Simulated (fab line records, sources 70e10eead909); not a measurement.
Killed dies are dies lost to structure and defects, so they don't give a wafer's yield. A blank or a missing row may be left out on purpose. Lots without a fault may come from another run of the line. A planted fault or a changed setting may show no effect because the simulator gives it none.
fab line records | flow nand_harc
record lots=5 wafers=15 last_day=32
route steps=1302 shown THIN_TSV@1251 END@1302
lots that met no fault: from a run of the same line without faults
start_h: hours from the record's first day to the start of the lot's first wafer shown | wait_h: hours since the lot's step before | " the same as in the row above | L1.1+2: a row that stands for several wafers | - no value, or no start given | * or withheld: withheld | < > ~ a bound
route shown NAME@n: a module of which the file shows steps, and the number in the route of the first | usual: mean/standard deviation of fault-free wafers | same: alike in all rows | chamber/n: place in a boat | sites: the reading at each site | _std_site: their standard deviation | _edge_site: outer sites' mean less inner sites' | radius_mm: how far each site lies from the wafer's centre | mask NAME#n: copy n | behind: the tool/chamber that last shaped the wafer | hold: why the lot was held/for how many hours/how that ended | device: the transistor (n, p or np) that didn't switch | end of line: the same wafers' tests at the end of the route | a step without rows: its recipe alone | killed: dies lost to structure and defects at the first sort, not the wafer's yield | map: a wafer's dies, x killed, . not, _ none there
set.NAME: the setting as run; set.NAME@STEP: as run at that earlier step | model.NAME: the simulator's own value behind a step, which no gauge read
lots at some steps of the route; a table a step, a row a wafer
services: from which hour (start_h, from the record's first day; less than 0 if before it) a tool's chamber was out of use, for how many hours, and why
## steps
# step NHARC_THIN_TSV_DEHYDRATE_04
# recipe temp_c=150 time_s=120
# step NHARC_THIN_TSV_HMDS_05
# recipe time_s=30
# step NHARC_THIN_TSV_COAT_06
# recipe spin_rpm=*
# step NHARC_THIN_TSV_SOFTBAKE_07
# recipe temp_c=122 time_s=95
# step NHARC_THIN_TSV_EBR_08
# step NHARC_THIN_TSV_EXPOSE_09
# recipe na=0.55 dose_mj=30.7 mask_id=TSV
# step NHARC_THIN_TSV_PEB_10
# recipe peb_temp_c=118 peb_time_s=85
# step NHARC_THIN_TSV_DEVELOP_11
# recipe time_s=70
# step NHARC_THIN_TSV_CD_MEAS_12
# recipe target_cd_nm=1000 landing_energy_ev=500
# usual cd_nm=1000.6/1.7
# columns lot.wafer tool chamber start_h wait_h cd_nm
L175.1 cd_sem-02 0 566.37 - 999.3
L175.3 " 0 " " 1001.1
L175.4 " 0 " " 999.6
L181.1 cd_sem-01 0 622.61 - 1000.8
L181.3 " 0 " " 999.8
L181.6 " 0 " " 1000.2
L188.1 cd_sem-01 0 709.76 - 1002.1
L188.3 " 0 " " 1000.5
L188.4 " 0 " " 1004.0
L190.2 cd_sem-02 0 735.05 - 999.1
L190.3 " 0 " " 999.4
L190.5 " 0 " " 1001.4
L193.2 cd_sem-02 0 757.54 - 999.0
L193.3 " 0 " " 1000.8
L193.6 " 0 " " 1000.9
# step NHARC_THIN_TSV_HARDBAKE_13
# recipe temp_c=125 time_s=80
# step NHARC_THIN_TSV_DESCUM_14
# recipe time_s=3 o2_flow_sccm=200 ar_flow_sccm=0 bias_power_w=0 chemistry=O2
# usual drypump_motor_current_A=5.8/0.46 oes_product_au=0.998/0.0071 rf_vpp_V=57.6/0.89 showerhead_plenum_p_Torr=1.89/0.073 throttle_valve_pct=11.312/0.0094
# same bias_power_w=0
# columns lot.wafer tool chamber start_h wait_h drypump_motor_current_A oes_product_au rf_hours_counter_h rf_vpp_V showerhead_plenum_p_Torr throttle_valve_pct
L175.3 rie_diel-05 0 566.54 - 5.7 1.004 7 58.7 2.02 11.310
L175.1 " 1 " " 6.2 0.994 7 57.3 1.81 11.319
L175.4 " 2 " " 6.1 1.006 7 57.4 1.84 11.299
L181.1 rie_diel-01 1 622.77 - 5.8 1.006 5 57.8 1.83 11.295
L181.3 " 2 " " 6.3 1.018 4 57.1 2.00 11.327
L181.6 " 2 " " 6.3 0.997 - 58.4 2.00 11.315
L188.3 rie_diel-05 0 709.92 - 5.7 1.002 3 58.0 2.02 11.324
L188.1 " 1 " " 6.2 0.997 4 57.4 1.81 11.308
L188.4 " 3 " " 5.2 0.986 3 57.6 1.89 11.316
L190.3 rie_diel-13 0 735.23 - 5.0 0.999 2 57.0 1.82 11.306
L190.2 " 1 " " 5.2 1.005 2 56.4 1.83 11.302
L190.5 " 2 " " 5.0 1.006 - 58.2 1.92 11.300
L193.3 rie_diel-01 2 757.72 - 6.3 0.994 1 58.7 1.99 11.312
L193.2 " 0 " " 5.7 0.992 1 57.3 1.92 11.307
L193.6 " 2 " " 6.3 0.993 - 58.2 1.99 11.303
# step NHARC_THIN_TSV_ETCH_44
# recipe target_depth_a=15942 time_s=797.1 cf4_flow_sccm=150 o2_flow_sccm=10 ar_flow_sccm=0 rf_w=300 bias_w=800 chemistry=CF4/O2
# step NHARC_THIN_TSV_ETCH_15
# recipe target_depth_a=30000 bosch_target_overetch_cycles=2 bosch_etch_step_s=2.8 bosch_dep_step_s=1.2 bosch_cycles=14
# usual drypump_motor_current_A=5.9/0.33
# columns lot.wafer tool chamber start_h wait_h drypump_motor_current_A rf_hours_counter_h
L175.3 rie_si-01 2 567.18 - 6.2 0.0
L175.1 " 3 " " 5.5 0.1
L175.4 " 1 " " 6.0 0.0
L181.1 rie_si-01 1 623.43 - 6.0 0.3
L181.3 " 3 " " 5.5 0.3
L181.6 " 2 " " 6.2 -
L188.4 rie_si-02 2 710.58 - 5.9 0.4
L188.3 " 3 " " 5.5 0.4
L188.1 " 0 " " 6.1 0.3
L190.3 rie_si-03 1 735.87 - 5.7 1.1
L190.2 " 2 " " 6.5 0.9
L190.5 " 1 " " 5.7 -
L193.3 rie_si-02 2 758.37 - 6.0 0.7
L193.2 " 1 " " 6.1 0.6
L193.6 " 3 " " 5.5 -
# step NHARC_THIN_TSV_CD_MEAS_16
# usual cd_nm=1000.7/1.7
# columns lot.wafer tool chamber start_h wait_h cd_nm
L175.1 cd_sem-03 - 567.33 0.1 999.3
L175.3 " - " " 1000.5
L175.4 " - " " 999.7
L181.1 cd_sem-02 - 623.58 0.1 999.8
L181.3 " - " " 999.6
L181.6 " - " " 999.5
L188.1 cd_sem-02 - 710.72 0.1 1001.7
L188.3 " - " " 1000.6
L188.4 " - " " 1003.8
L190.2 cd_sem-01 - 736.01 0.1 998.8
L190.3 " - " " 998.4
L190.5 " - " " 1000.5
L193.2 cd_sem-01 - 758.51 0.1 998.9
L193.3 " - " " 1001.0
L193.6 " - " " 1000.8
# step NHARC_THIN_TSV_STRIP_45
# recipe power_w=1500 temp_c=250 chemistry=O2
# usual drypump_motor_current_A=5.8/0.52 heater_power_w=334/38
# columns lot.wafer tool chamber start_h wait_h drypump_motor_current_A heater_power_w rf_hours_counter_h
L175.1 plasma_asher-02 0 567.45 0.1 5.2 366 28
L175.4 " 1 " " 6.6 335 -
L175.3 " 0 " " 5.2 354 -
L181.1 plasma_asher-01 1 623.70 0.1 5.7 270 19
L181.3 " 0 " " 5.7 321 -
L181.6 " 0 " " 5.7 334 -
L188.1 plasma_asher-01 0 710.84 0.1 5.7 346 1
L188.4 " 1 " " 5.7 277 -
L188.3 " 0 " " 5.7 340 -
L190.2 plasma_asher-02 1 736.13 0.1 6.6 387 28
L190.3 " 0 " " 5.2 354 -
L190.5 " 1 " " 6.6 375 -
L193.2 plasma_asher-02 1 758.63 0.1 6.6 373 31
L193.3 " 0 " " 5.2 348 -
L193.6 " 1 " " 6.6 380 -
# step NHARC_THIN_TSV_STRIP_46
# recipe time_s=1200 temp_c=72.5 chemistry=post_etch_residue_remover
# step NHARC_THIN_TSV_DEP_47
# recipe target_thk_a=2000 temp_c=withheld pressure_torr=6.5 rf_w=900 teos_flow_sccm=161.4 flow_sccm=2650 target_thk_nm=200 gas=O2 material=SiO2
# step NHARC_THIN_TSV_ETCHBACK_48
# recipe target_depth_a=10285 over_etch_frac=0.3 time_s=405.17 ion_energy_ev=250 c4f8_flow_sccm=withheld ar_flow_sccm=withheld rf_w=600 bias_w=300 chemistry=C4F8/Ar
# step NHARC_THIN_TSV_STRIP_62
# recipe power_w=1500 temp_c=250 time_s=20 chemistry=N2/H2
# step NHARC_THIN_TSV_DEGAS_49
# recipe temp_c=300 time_s=120
# step NHARC_THIN_TSV_PRE_CLEAN_50
# recipe time_s=30 temp_c=280 gas=H2/He
# step NHARC_THIN_TSV_PVD_19
# recipe target_thk_a=200 chamber_pressure_pa=5 material=TaN
# usual chamber_pressure_pa=4.999/0.009 throttle_valve_pct=30.3/0.99
# columns lot.wafer tool chamber start_h wait_h chamber_pressure_pa throttle_valve_pct
L175.4 pvd_sputter-03 - - - 5.004 31.6
L175.1 " - " " 4.988 31.2
L175.3 " - " " 4.990 32.1
L181.1 pvd_sputter-01 - - - 5.006 29.4
L181.3 " - " " 4.984 30.2
L181.6 " - " " 5.015 28.8
L188.1 pvd_sputter-01 - - - 5.003 28.4
L188.3 " - " " 5.004 29.5
L188.4 " - " " 5.003 30.2
L190.2 pvd_sputter-02 - - - 4.996 31.9
L190.3 " - " " 4.996 30.3
L190.5 " - " " 4.998 30.6
L193.3 pvd_sputter-02 - - - 4.994 30.6
L193.2 " - " " 4.991 31.4
L193.6 " - " " 4.987 30.6
# step NHARC_THIN_TSV_PVD_51
# recipe target_thk_a=1000 chamber_pressure_pa=5 material=Cu
# step NHARC_THIN_TSV_ECD_20
# recipe target_thk_a=20000 material=Cu
# step NHARC_THIN_TSV_ANNEAL_52
# recipe temp_c=225 time_s=90
# step NHARC_THIN_TSV_CMP_21
# recipe t_overpolish_s=30 target_thk_nm=2000
# usual motor_current_A=12.1/1.2 overpolish_run_s=29.999/0.0088 retaining_ring_pressure_frac=0.999/0.005
# same t_overpolish_s=30
# columns lot.wafer tool chamber start_h wait_h motor_current_A overpolish_run_s retaining_ring_pressure_frac
L175.4 cmp-01 1 570.77 - 11.1 29.996 1.005
L175.1 " 2 " " 11.1 30.003 0.995
L175.3 " 0 " " 13.3 30.011 1.000
L181.3 cmp-01 2 626.96 - 11.4 30.002 0.999
L181.1 " 0 " " 13.9 30.004 0.992
L181.6 " 1 " " 11.5 29.987 1.006
L188.1 cmp-01 0 714.07 - 13.6 30.003 0.995
L188.4 " 1 " " 12.1 29.998 1.002
L188.3 " 2 " " 11.0 30.015 1.000
L190.2 cmp-03 0 739.34 - 12.7 29.983 1.003
L190.3 " 2 " " 13.4 30.001 0.992
L190.5 " 1 " " 10.8 29.999 0.997
L193.2 cmp-01 3 761.91 - 13.5 29.996 0.999
L193.3 " 1 " " 11.7 29.994 0.999
L193.6 " 3 " " 13.0 30.008 0.994
# step NHARC_THIN_TSV_SRD_23
# step NHARC_THIN_TSV_DEGAS_53
# recipe temp_c=300 time_s=60
# step NHARC_THIN_TSV_PRE_CLEAN_54
# recipe time_s=30 temp_c=280 gas=H2/He
# usual heater_power_w=413/34 susceptor_temp_C=280.01/0.17
# columns lot.wafer tool chamber start_h wait_h heater_power_w susceptor_temp_C
L175.4 pvd_sputter-02 - 571.30 0.1 423 279.81
L175.3 " - " " 366 279.86
L175.1 " - " " 357 279.78
L181.3 pvd_sputter-02 - 627.47 0.0 424 -
L181.1 " - " " 360 -
L181.6 " - " " 429 -
L188.3 pvd_sputter-03 - 714.58 0.1 402 280.16
L188.4 " - " " 435 279.95
L188.1 " - " " 355 280.01
L190.3 pvd_sputter-02 - 739.87 0.0 436 280.12
L190.2 " - " " 425 279.60
L190.5 " - " " 456 280.02
L193.3 pvd_sputter-03 - 762.43 0.1 439 279.80
L193.2 " - " " 428 280.05
L193.6 " - " " 358 280.38
# step NHARC_THIN_TSV_PVD_55
# recipe target_thk_a=500 material=TiN
# step NHARC_THIN_TSV_PVD_24
# recipe target_thk_a=8000 power_w=withheld chamber_pressure_pa=withheld substrate_temp_c=withheld time_s=withheld gas=Ar material=Al
# step NHARC_THIN_TSV_DEHYDRATE_25
# recipe temp_c=150 time_s=120
# step NHARC_THIN_TSV_HMDS_26
# recipe time_s=30
# step NHARC_THIN_TSV_COAT_27
# recipe spin_rpm=*
# step NHARC_THIN_TSV_SOFTBAKE_28
# recipe temp_c=122 time_s=95
# step NHARC_THIN_TSV_EBR_29
# step NHARC_THIN_TSV_EXPOSE_30
# recipe na=0.55 dose_mj=11.47 mask_id=PAD
# step NHARC_THIN_TSV_PEB_31
# recipe peb_temp_c=118 peb_time_s=85
# step NHARC_THIN_TSV_DEVELOP_32
# recipe time_s=70
# step NHARC_THIN_TSV_CD_MEAS_33
# recipe target_cd_nm=5000 landing_energy_ev=500
# usual cd_nm=4999.5/1.2
# columns lot.wafer tool chamber start_h wait_h cd_nm
L175.1 cd_sem-02 0 572.24 - 5001.2
L175.3 " 0 " " 5001.5
L175.4 " 0 " " 4999.8
L181.1 cd_sem-01 0 628.53 - 4998.0
L181.3 " 0 " " 4999.3
L181.6 " 0 " " 4999.0
L188.1 cd_sem-03 0 715.64 - 4999.1
L188.3 " 0 " " 4999.9
L188.4 " 0 " " 4998.8
L190.2 cd_sem-01 0 740.94 - 4997.4
L190.3 " 0 " " 4998.2
L190.5 " 0 " " 5000.3
L193.2 cd_sem-01 0 763.48 - 5000.1
L193.3 " 0 " " 5001.2
L193.6 " 0 " " 4999.4
# step NHARC_THIN_TSV_HARDBAKE_34
# recipe temp_c=125 time_s=80
# step NHARC_END_SORT_01
# recipe temp_c=25
# usual defect_limited_yield=90.8/2.2 killed_at_array=58/15 killed_at_other=0.8/1.2 killed_at_periphery=3.5/2.5 killed_dies=62/15 killed_open=3.2/1.7 killed_short=2.4/1.5
# same gross_dies=677
# columns lot.wafer tool chamber start_h wait_h hold defect_limited_yield[%] killed_at_array killed_at_other killed_at_periphery killed_dies killed_open killed_short
L175.1 prober-02 0 581.89 2.5 - 88.8 68 8 0 76 5 2
L175.3 prober-02 0 583.49 3.1 - 89.8 63 4 2 69 4 0
L175.4 prober-02 0 584.30 3.4 - 88.0 75 3 3 81 6 3
L181.1 prober-01 0 638.96 2.5 await_dispo/4.1h/release 85.5 58 32 8 98 3 4
L181.3 prober-01 0 640.57 3.1 await_dispo/4.1h/release 80.5 47 74 11 132 1 2
L181.6 prober-01 0 642.98 4.0 await_dispo/4.1h/release 80.9 49 74 6 129 2 2
L188.1 prober-02 0 723.47 2.5 - 86.7 89 0 1 90 2 3
L188.3 prober-02 0 725.09 3.1 - 89.4 67 2 3 72 4 3
L188.4 prober-02 0 725.90 3.4 - 88.8 72 0 4 76 0 4
# killed by level:class
L175.1 A_CHANNEL_HOLE_D1:chamber_film_flake=31 A_CHANNEL_HOLE_D2:chamber_film_flake=21 THIN_TSV:chamber_film_flake=8 A_DECK1_JOINT:geometric_particle:open=3 A_CONTACT:chamber_film_flake=3 A_STAIRCASE:chamber_film_flake=2 A_WL_FILL:chamber_film_flake=2 A_ONON_D2:geometric_particle:open=1
L175.3 A_CHANNEL_HOLE_D1:chamber_film_flake=30 A_CHANNEL_HOLE_D2:chamber_film_flake=22 THIN_TSV:chamber_film_flake=4 A_CHANNEL_FILL_D1:chamber_film_flake=2 A_STAIRCASE:chamber_film_flake=2 A_WL_FILL:chamber_film_flake=2 P_CONTACT:geometric_particle:open=1 A_DECK1_JOINT:geometric_particle:open=1
L175.4 A_CHANNEL_HOLE_D2:chamber_film_flake=35 A_CHANNEL_HOLE_D1:chamber_film_flake=25 A_CHANNEL_FILL_D1:chamber_film_flake=3 THIN_TSV:chamber_film_flake=3 A_STAIRCASE:chamber_film_flake=3 A_ONON_D2:geometric_particle:open=2 P_CONTACT:geometric_particle:open=1 P_M0:geometric_particle:open=1
L181.1 THIN_TSV:unspecified=32 A_SLIT:chamber_film_flake=30 A_CHANNEL_HOLE_D2:chamber_film_flake=9 P_M1:chamber_film_flake=5 A_STAIRCASE:chamber_film_flake=5 A_CONTACT:chamber_film_flake=3 A_ONON_D1:geometric_particle:short=2 P_GATE:chamber_film_flake=2
L181.3 THIN_TSV:unspecified=74 A_SLIT:chamber_film_flake=29 P_M1:chamber_film_flake=6 A_CHANNEL_HOLE_D2:chamber_film_flake=5 P_GATE:chamber_film_flake=3 A_STAIRCASE:chamber_film_flake=3 A_CONTACT:chamber_film_flake=3 A_CHANNEL_FILL_D2:geometric_particle:short=2
L181.6 THIN_TSV:unspecified=74 A_SLIT:chamber_film_flake=23 A_CHANNEL_HOLE_D2:chamber_film_flake=11 A_STAIRCASE:chamber_film_flake=7 P_M1:chamber_film_flake=3 P_GATE:chamber_film_flake=2 A_CHANNEL_FILL_D1:chamber_film_flake=1 A_CHANNEL_FILL_D1:geometric_particle:short=1
L188.1 A_SLIT:chamber_film_flake=41 A_CHANNEL_HOLE_D1:chamber_film_flake=34 A_SGD_CUT:chamber_film_flake=3 A_CHANNEL_FILL_D2:chamber_film_flake=2 A_WL_FILL:chamber_film_flake=2 A_BONDPAD:chamber_film_flake=2 A_CHANNEL_HOLE_D1:geometric_particle:short=1 A_CHANNEL_FILL_D1:geometric_particle:open=1
L188.3 A_CHANNEL_HOLE_D1:chamber_film_flake=29 A_SLIT:chamber_film_flake=23 A_STAIRCASE:chamber_film_flake=3 A_ONON_D1:geometric_particle:open=2 A_CHANNEL_FILL_D2:chamber_film_flake=2 A_BONDPAD:chamber_film_flake=2 THIN_TSV:chamber_film_flake=2 P_M1:geometric_particle:short=1
L188.4 A_SLIT:chamber_film_flake=36 A_CHANNEL_HOLE_D1:chamber_film_flake=30 P_CONTACT:geometric_particle:short=1 P_M0:geometric_particle:short=1 A_DECK1_JOINT:geometric_particle:short=1 A_CHANNEL_FILL_D2:geometric_particle:short=1 P_STI:chamber_film_flake=1 P_GATE:chamber_film_flake=1
# map L181.3 (x killed, . not)
____________.____________
_________......._________
_______..........x_______
______..........xx.______
_____......xxxxx...._____
____......x..xxxxx...____
____........xxxxxxx..____
___........xxxxxxxx...___
___.....x..xxxxxxxxx..___
__.......x.xxxxxxxx....__
__.......x.xxxxxxxxxx..__
_..........xxxxxxx......_
_..........xxxxxxxx.x..._
_...........xxxxx......._
_...xx......xx.xxx......_
_...........x.x........._
.........................
x........................
.............x..x........
............x...x........
.......x.................
_......................._
_.........x............._
_.........xxx..........._
_.......xxxxxx.......x.._
_..x......xxx..........._
__..x....x.xx..........__
__.......xxxx..x.......__
___....x.xx.xx........___
___x.x...xxx.x........___
____.................____
____.......x.........____
_____.....x........._____
______.............______
_______..........._______
_________......._________
____________.____________
# map L175.4 (x killed, . not)
____________x____________
_________......._________
_______..........._______
______...x.........______
_____.......x..x...._____
____x................____
____.................____
___...................___
___...................___
__..x..................__
__...x.................__
_....xx................._
_..x.............x......_
_............x.x........_
_..x..xx................_
_....x.................._
.........................
.............x...........
...............x....x....
.............x...........
...................x.....
_.........x............._
_.....x......x.........._
_.......x.xx............_
_.........x............._
_......xxx.x............_
__.....x.xx.x..........__
__....x.xxxxx.x........__
___....xxxxxxx........___
___....xxxxxx.........___
____.x.xx.xx.x.......____
____....xxxxx.x....x.____
_____.x.x..xx......._____
______.x..xx.xx....______
_______.x...x....._______
_________......._________
____________.____________
## services
# columns tool chamber start_h hours kind
rie_si-01 - 547.00 9.0 pm
rie_diel-01 2 548.55 2.6 repair
pvd_sputter-02 - 552.91 0.8 repair
rie_diel-01 - 557.82 9.0 pm
rie_diel-01 0 568.45 6.7 repair
cmp-01 - 579.55 4.0 pm
pvd_sputter-01 - 580.46 1.2 repair
rie_diel-05 - 583.60 9.0 pm
pvd_sputter-01 - 584.16 10.0 pm
rie_si-01 - 591.02 0.3 repair
plasma_asher-02 - 603.00 9.0 pm
rie_si-02 3 610.10 14.8 repair
rie_si-02 0 613.19 7.7 repair
pvd_sputter-03 - 625.27 1.1 repair
pvd_sputter-02 - 634.13 6.8 repair
pvd_sputter-03 - 656.35 7.7 repair
cmp-01 - 663.94 2.0 repair
plasma_asher-02 - 670.12 11.2 repair
cmp-01 - 677.55 4.0 pm
cmp-01 - 682.51 1.0 repair
cmp-01 - 689.56 0.2 repair
pvd_sputter-03 - 704.00 10.0 pm
pvd_sputter-02 - 735.36 1.2 repair
cmp-01 - 756.84 4.0 repair
## key
first_sign step=NHARC_END_SORT_01 reading=killed_at_other direction=up sigmas=49 usual=0.8 struck=60
effect step=NHARC_END_SORT_01 reading=defect_limited_yield direction=down sigmas=3.9 usual=90.8 struck=82.3
more_kills_born_at NHARC_THIN_TSV_ETCH_15@rie_si-01=178
met_at NHARC_THIN_TSV_ETCH_15
struck_wafers L181.1,L181.3,L181.6
onset_between 567.18 623.43
fault kind=chamber_particle_source tool=rie_si-01 chamber=- onset_h=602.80 steps=NHARC_THIN_TSV_ETCH_15 rate_per_visit_cm2=0.50251 end_h=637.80
